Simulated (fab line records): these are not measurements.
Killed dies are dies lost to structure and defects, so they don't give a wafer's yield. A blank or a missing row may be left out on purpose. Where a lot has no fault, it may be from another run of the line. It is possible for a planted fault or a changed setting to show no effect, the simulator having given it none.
Which tool was responsible? / flow nand-harc / 72 wafers from 24 lots sampled at 4 of the route's 1302 steps

== WHAT THE GAUGES SHOWED, per wafer ==
NHARC_A_CONTACT_INSPECT_10. Usual: raw-defect-count 83, standard deviation 30.
lot=L074; measured=day 22 16:39; on=defect-inspect-02; raw-defect-count=79 64 73; flag=
lot=L075; measured=day 22 17:04; on=defect-inspect-02; raw-defect-count=118 102 108; flag=
lot=L076; measured=day 23 06:39; on=defect-inspect-01; raw-defect-count=69 67 56; flag=
lot=L077; measured=day 23 08:24; on=defect-inspect-02; raw-defect-count=77 62 62; flag=
lot=L078; measured=day 23 11:38; on=defect-inspect-01; raw-defect-count=47 70 74; flag=
lot=L079; measured=day 23 18:35; on=defect-inspect-01; raw-defect-count=130 126 118; flag=
lot=L081; measured=day 25 01:02; on=defect-inspect-01; raw-defect-count=102 132 133; flag=
lot=L080; measured=day 25 07:35; on=defect-inspect-02; raw-defect-count=73 85 94; flag=
lot=L083; measured=day 25 23:43; on=defect-inspect-01; raw-defect-count=46 37 35; flag=
lot=L082; measured=day 26 07:46; on=defect-inspect-01; raw-defect-count=120 119 111; flag=
lot=L085; measured=day 27 05:19; on=defect-inspect-02; raw-defect-count=68 70 75; flag=
lot=L086; measured=day 27 09:29; on=defect-inspect-01; raw-defect-count=97 105 95; flag=
lot=L084; measured=day 27 10:34; on=defect-inspect-01; raw-defect-count=38 46 49; flag=
lot=L087; measured=day 27 19:06; on=defect-inspect-01; raw-defect-count=98 117 94; flag=
lot=L088; measured=day 28 07:33; on=defect-inspect-02; raw-defect-count=116 105 145; flag=
lot=L089; measured=day 28 08:47; on=defect-inspect-02; raw-defect-count=64 60 72; flag=
lot=L091; measured=day 29 11:01; on=defect-inspect-02; raw-defect-count=115 104 108; flag=
lot=L092; measured=day 29 18:23; on=defect-inspect-01; raw-defect-count=68 62 76; flag=
lot=L090; measured=day 29 20:26; on=defect-inspect-01; raw-defect-count=76 76 66; flag=
lot=L093; measured=day 30 00:10; on=defect-inspect-02; raw-defect-count=71 70 84; flag=
lot=L094; measured=day 30 18:22; on=defect-inspect-01; raw-defect-count=36 28 32; flag=
lot=L095; measured=day 30 19:05; on=defect-inspect-01; raw-defect-count=152 128 133; flag=
lot=L096; measured=day 31 16:49; on=defect-inspect-02; raw-defect-count=34 34 38; flag=
lot=L097; measured=day 32 01:12; on=defect-inspect-01; raw-defect-count=105 86 108; flag=

NHARC_A_CONTACT_INSPECT_23. Usual: raw-defect-count 508, standard deviation 130.
lot=L074; measured=day 22 22:23; on=defect-inspect-02; raw-defect-count=396 353 339; flag=
lot=L075; measured=day 22 22:58; on=defect-inspect-02; raw-defect-count=406 502 452; flag=
lot=L076; measured=day 23 12:20; on=defect-inspect-01; raw-defect-count=438 411 350; flag=
lot=L077; measured=day 23 14:17; on=defect-inspect-01; raw-defect-count=376 385 546; flag=
lot=L078; measured=day 23 17:32; on=defect-inspect-02; raw-defect-count=530 446 823; flag=
lot=L079; measured=day 24 00:17; on=defect-inspect-01; raw-defect-count=779 802 815; flag=
lot=L081; measured=day 25 06:44; on=defect-inspect-02; raw-defect-count=384 468 476; flag=
lot=L080; measured=day 25 13:17; on=defect-inspect-02; raw-defect-count=353 396 524; flag=
lot=L083; measured=day 26 06:02; on=defect-inspect-02; raw-defect-count=499 316 795; flag=
lot=L082; measured=day 26 13:46; on=defect-inspect-01; raw-defect-count=566 435 508; flag=
lot=L085; measured=day 27 11:02; on=defect-inspect-02; raw-defect-count=421 419 364; flag=
lot=L086; measured=day 27 15:12; on=defect-inspect-02; raw-defect-count=660 704 670; flag=
lot=L084; measured=day 27 16:23; on=defect-inspect-02; raw-defect-count=397 474 429; flag=
lot=L087; measured=day 28 00:47; on=defect-inspect-02; raw-defect-count=641 533 436; flag=
lot=L088; measured=day 28 13:23; on=defect-inspect-02; raw-defect-count=716 572 488; flag=
lot=L089; measured=day 28 14:28; on=defect-inspect-01; raw-defect-count=589 428 549; flag=
lot=L091; measured=day 29 16:48; on=defect-inspect-01; raw-defect-count=391 524 441; flag=
lot=L092; measured=day 30 00:13; on=defect-inspect-01; raw-defect-count=618 857 708; flag=
lot=L090; measured=day 30 02:20; on=defect-inspect-01; raw-defect-count=457 512 332; flag=
lot=L093; measured=day 30 06:34; on=defect-inspect-01; raw-defect-count=476 593 492; flag=
lot=L094; measured=day 31 01:47; on=defect-inspect-02; raw-defect-count=320 405 402; flag=
lot=L095; measured=day 31 00:55; on=defect-inspect-02; raw-defect-count=623 626 422; flag=
lot=L096; measured=day 31 22:40; on=defect-inspect-02; raw-defect-count=311 387 370; flag=
lot=L097; measured=day 32 06:56; on=defect-inspect-01; raw-defect-count=581 570 468; flag=

== EACH LOT AND THE TOOL THAT RAN IT (in order: tool; ch and the chambers of the sampled wafers; start) ==
lot=L074; NHARC_A_CONTACT_DESCUM_13=rie-diel-06 ch 1,3, day 22 16:43; NHARC_A_CONTACT_ETCH_138=har-cap-etch-01 ch 0,1, day 22 18:54
lot=L075; NHARC_A_CONTACT_DESCUM_13=rie-diel-12 ch 0,1,3, day 22 17:08; NHARC_A_CONTACT_ETCH_138=har-cap-etch-02 ch 0, day 22 19:19
lot=L076; NHARC_A_CONTACT_DESCUM_13=rie-diel-09 ch 0,1,3, day 23 06:44; NHARC_A_CONTACT_ETCH_138=har-cap-etch-01 ch 0,1, day 23 08:53
lot=L077; NHARC_A_CONTACT_DESCUM_13=rie-diel-12 ch 1,2, day 23 08:28; NHARC_A_CONTACT_ETCH_138=har-cap-etch-03 ch 0,1, day 23 10:42
lot=L078; NHARC_A_CONTACT_DESCUM_13=rie-diel-12 ch 0,1,3, day 23 11:42; NHARC_A_CONTACT_ETCH_138=har-cap-etch-01 ch 0,1, day 23 14:00
lot=L079; NHARC_A_CONTACT_DESCUM_13=rie-diel-12 ch 1,2,3, day 23 18:40; NHARC_A_CONTACT_ETCH_138=har-cap-etch-03 ch 0,1, day 23 20:47
lot=L081; NHARC_A_CONTACT_DESCUM_13=rie-diel-12 ch 0,2, day 25 01:06; NHARC_A_CONTACT_ETCH_138=har-cap-etch-01 ch 0,1, day 25 03:17
lot=L080; NHARC_A_CONTACT_DESCUM_13=rie-diel-12 ch 2,3, day 25 07:39; NHARC_A_CONTACT_ETCH_138=har-cap-etch-02 ch 0,1, day 25 09:55
lot=L083; NHARC_A_CONTACT_DESCUM_13=rie-diel-06 ch 1,2,3, day 25 23:48; NHARC_A_CONTACT_ETCH_138=har-cap-etch-03 ch 0,1, day 26 01:58
lot=L082; NHARC_A_CONTACT_DESCUM_13=rie-diel-06 ch 0,1,3, day 26 07:56; NHARC_A_CONTACT_ETCH_138=har-cap-etch-02 ch 0,1, day 26 10:15
lot=L085; NHARC_A_CONTACT_DESCUM_13=rie-diel-06 ch 2,3, day 27 05:23; NHARC_A_CONTACT_ETCH_138=har-cap-etch-03 ch 0,1, day 27 07:36
lot=L086; NHARC_A_CONTACT_DESCUM_13=rie-diel-12 ch 2,3, day 27 09:33; NHARC_A_CONTACT_ETCH_138=har-cap-etch-02 ch 0,1, day 27 11:44
lot=L084; NHARC_A_CONTACT_DESCUM_13=rie-diel-09 ch 0,1, day 27 10:38; NHARC_A_CONTACT_ETCH_138=har-cap-etch-03 ch 0,1, day 27 12:55
lot=L087; NHARC_A_CONTACT_DESCUM_13=rie-diel-06 ch 0,1,2, day 27 19:10; NHARC_A_CONTACT_ETCH_138=har-cap-etch-03 ch 0,1, day 27 21:18
lot=L088; NHARC_A_CONTACT_DESCUM_13=rie-diel-09 ch 1,2,3, day 28 07:37; NHARC_A_CONTACT_ETCH_138=har-cap-etch-03 ch 0,1, day 28 09:46
lot=L089; NHARC_A_CONTACT_DESCUM_13=rie-diel-12 ch 2,3, day 28 08:50; NHARC_A_CONTACT_ETCH_138=har-cap-etch-01 ch 0,1, day 28 11:07
lot=L091; NHARC_A_CONTACT_DESCUM_13=rie-diel-12 ch 1,2,3, day 29 11:04; NHARC_A_CONTACT_ETCH_138=har-cap-etch-02 ch 0,1, day 29 13:22
lot=L092; NHARC_A_CONTACT_DESCUM_13=rie-diel-12 ch 1,2,3, day 29 18:26; NHARC_A_CONTACT_ETCH_138=har-cap-etch-02 ch 0,1, day 29 20:35
lot=L090; NHARC_A_CONTACT_DESCUM_13=rie-diel-12 ch 0,1,3, day 29 20:33; NHARC_A_CONTACT_ETCH_138=har-cap-etch-03 ch 0,1, day 29 22:48
lot=L093; NHARC_A_CONTACT_DESCUM_13=rie-diel-09 ch 0,1,3, day 30 00:14; NHARC_A_CONTACT_ETCH_138=har-cap-etch-03 ch 0,1, day 30 02:33
lot=L094; NHARC_A_CONTACT_DESCUM_13=rie-diel-12 ch 0,3, day 30 18:26; NHARC_A_CONTACT_ETCH_138=har-cap-etch-03 ch 0,1, day 30 22:02
lot=L095; NHARC_A_CONTACT_DESCUM_13=rie-diel-09 ch 0,2,3, day 30 19:08; NHARC_A_CONTACT_ETCH_138=har-cap-etch-02 ch 0,1, day 30 21:19
lot=L096; NHARC_A_CONTACT_DESCUM_13=rie-diel-06 ch 0,3, day 31 16:52; NHARC_A_CONTACT_ETCH_138=har-cap-etch-03 ch 0,1, day 31 19:01
lot=L097; NHARC_A_CONTACT_DESCUM_13=rie-diel-12 ch 0,1,2, day 32 01:16; NHARC_A_CONTACT_ETCH_138=har-cap-etch-03 ch 0,1, day 32 03:24
- NHARC_A_CONTACT_DESCUM_13: chemistry O2, time 3 s.
- NHARC_A_CONTACT_ETCH_138: etches the open film in C4F8/O2/Ar, time 311 s, target depth 1914 nm.

== AS READ BY THE TOOLS THEMSELVES (means over the sampled wafers that have a number; for cases with no such wafer, the mark the record gives instead) ==
NHARC_A_CONTACT_DESCUM_13. Usual: drypump-motor-current-A 5.7 A, standard deviation 0.46; oes-product-au 1.001 a.u., standard deviation 0.007; rf-vpp-V 57.6 V, standard deviation 0.91; showerhead-plenum-p-Torr 1.87 Torr, standard deviation 0.041; throttle-valve-pct 11.312 %, standard deviation 0.01.
lot=L074; tool=rie-diel-06; drypump-motor-current-A (A)=5.9; oes-product-au (a.u.)=1.010; rf-vpp-V (V)=56.7; showerhead-plenum-p-Torr (Torr)=1.86; throttle-valve-pct (%)=11.310; flag=
lot=L075; tool=rie-diel-12; drypump-motor-current-A (A)=5.9; oes-product-au (a.u.)=1.000; rf-vpp-V (V)=58.4; showerhead-plenum-p-Torr (Torr)=1.89; throttle-valve-pct (%)=11.315; flag=
lot=L076; tool=rie-diel-09; drypump-motor-current-A (A)=5.9; oes-product-au (a.u.)=1.006; rf-vpp-V (V)=57.1; showerhead-plenum-p-Torr (Torr)=1.85; throttle-valve-pct (%)=11.315; flag=
lot=L077; tool=rie-diel-12; drypump-motor-current-A (A)=5.6; oes-product-au (a.u.)=1.000; rf-vpp-V (V)=57.4; showerhead-plenum-p-Torr (Torr)=1.89; throttle-valve-pct (%)=11.305; flag=
lot=L078; tool=rie-diel-12; drypump-motor-current-A (A)=5.9; oes-product-au (a.u.)=1.006; rf-vpp-V (V)=58.4; showerhead-plenum-p-Torr (Torr)=1.89; throttle-valve-pct (%)=11.323; flag=
lot=L079; tool=rie-diel-12; drypump-motor-current-A (A)=5.8; oes-product-au (a.u.)=1.000; rf-vpp-V (V)=56.8; showerhead-plenum-p-Torr (Torr)=1.88; throttle-valve-pct (%)=11.309; flag=
lot=L081; tool=rie-diel-12; drypump-motor-current-A (A)=5.4; oes-product-au (a.u.)=1.001; rf-vpp-V (V)=57.5; showerhead-plenum-p-Torr (Torr)=1.88; throttle-valve-pct (%)=11.312; flag=
lot=L080; tool=rie-diel-12; drypump-motor-current-A (A)=6.0; oes-product-au (a.u.)=0.998; rf-vpp-V (V)=58.2; showerhead-plenum-p-Torr (Torr)=1.86; throttle-valve-pct (%)=11.316; flag=
lot=L083; tool=rie-diel-06; drypump-motor-current-A (A)=5.6; oes-product-au (a.u.)=1.000; rf-vpp-V (V)=57.5; showerhead-plenum-p-Torr (Torr)=1.89; throttle-valve-pct (%)=11.315; flag=
lot=L082; tool=rie-diel-06; drypump-motor-current-A (A)=5.8; oes-product-au (a.u.)=1.008; rf-vpp-V (V)=57.7; showerhead-plenum-p-Torr (Torr)=1.87; throttle-valve-pct (%)=11.321; flag=
lot=L085; tool=rie-diel-06; drypump-motor-current-A (A)=5.3; oes-product-au (a.u.)=1.002; rf-vpp-V (V)=58.1; showerhead-plenum-p-Torr (Torr)=1.87; throttle-valve-pct (%)=11.303; flag=
lot=L086; tool=rie-diel-12; drypump-motor-current-A (A)=5.6; oes-product-au (a.u.)=0.998; rf-vpp-V (V)=57.3; showerhead-plenum-p-Torr (Torr)=1.85; throttle-valve-pct (%)=11.300; flag=
lot=L084; tool=rie-diel-09; drypump-motor-current-A (A)=6.0; oes-product-au (a.u.)=1.009; rf-vpp-V (V)=57.6; showerhead-plenum-p-Torr (Torr)=1.80; throttle-valve-pct (%)=11.310; flag=
lot=L087; tool=rie-diel-06; drypump-motor-current-A (A)=5.5; oes-product-au (a.u.)=1.006; rf-vpp-V (V)=57.4; showerhead-plenum-p-Torr (Torr)=1.90; throttle-valve-pct (%)=11.312; flag=
lot=L088; tool=rie-diel-09; drypump-motor-current-A (A)=5.9; oes-product-au (a.u.)=0.992; rf-vpp-V (V)=58.0; showerhead-plenum-p-Torr (Torr)=1.87; throttle-valve-pct (%)=11.311; flag=
lot=L089; tool=rie-diel-12; drypump-motor-current-A (A)=5.6; oes-product-au (a.u.)=0.999; rf-vpp-V (V)=57.5; showerhead-plenum-p-Torr (Torr)=1.85; throttle-valve-pct (%)=11.313; flag=
lot=L091; tool=rie-diel-12; drypump-motor-current-A (A)=5.8; oes-product-au (a.u.)=0.991; rf-vpp-V (V)=56.9; showerhead-plenum-p-Torr (Torr)=1.87; throttle-valve-pct (%)=11.314; flag=
lot=L092; tool=rie-diel-12; drypump-motor-current-A (A)=5.8; oes-product-au (a.u.)=1.003; rf-vpp-V (V)=58.1; showerhead-plenum-p-Torr (Torr)=1.87; throttle-valve-pct (%)=11.312; flag=
lot=L090; tool=rie-diel-12; drypump-motor-current-A (A)=5.9; oes-product-au (a.u.)=1.000; rf-vpp-V (V)=57.3; showerhead-plenum-p-Torr (Torr)=1.88; throttle-valve-pct (%)=11.309; flag=
lot=L093; tool=rie-diel-09; drypump-motor-current-A (A)=5.9; oes-product-au (a.u.)=0.994; rf-vpp-V (V)=57.9; showerhead-plenum-p-Torr (Torr)=1.84; throttle-valve-pct (%)=11.312; flag=
lot=L094; tool=rie-diel-12; drypump-motor-current-A (A)=6.1; oes-product-au (a.u.)=1.006; rf-vpp-V (V)=58.2; showerhead-plenum-p-Torr (Torr)=1.86; throttle-valve-pct (%)=11.314; flag=
lot=L095; tool=rie-diel-09; drypump-motor-current-A (A)=5.8; oes-product-au (a.u.)=0.994; rf-vpp-V (V)=57.5; showerhead-plenum-p-Torr (Torr)=1.87; throttle-valve-pct (%)=11.310; flag=
lot=L096; tool=rie-diel-06; drypump-motor-current-A (A)=5.8; oes-product-au (a.u.)=1.003; rf-vpp-V (V)=57.0; showerhead-plenum-p-Torr (Torr)=1.83; throttle-valve-pct (%)=11.309; flag=
lot=L097; tool=rie-diel-12; drypump-motor-current-A (A)=5.5; oes-product-au (a.u.)=0.998; rf-vpp-V (V)=57.9; showerhead-plenum-p-Torr (Torr)=1.88; throttle-valve-pct (%)=11.305; flag=

== THE ANSWER, worked out from the rows above alone ==
Rule: a lot counts as off when the mean over its wafers that have a number is more than 3 standard deviations away from the usual mean. Also off: a lot with no number at a reading for which 4 or more lots have one. The other lots that the step has rows for count as sound. First the gauges in route order, then the tools' own readings, where a lot's mean is used as printed above. The first step at which some lot is off is used, and at that step the reading that is off furthest; a lot without a number counts as furthest.
Across all readings shown, no lot is off: no conclusion can be drawn from this.

== WHAT HAD BEEN PUT IN BY THE SIMULATOR ==
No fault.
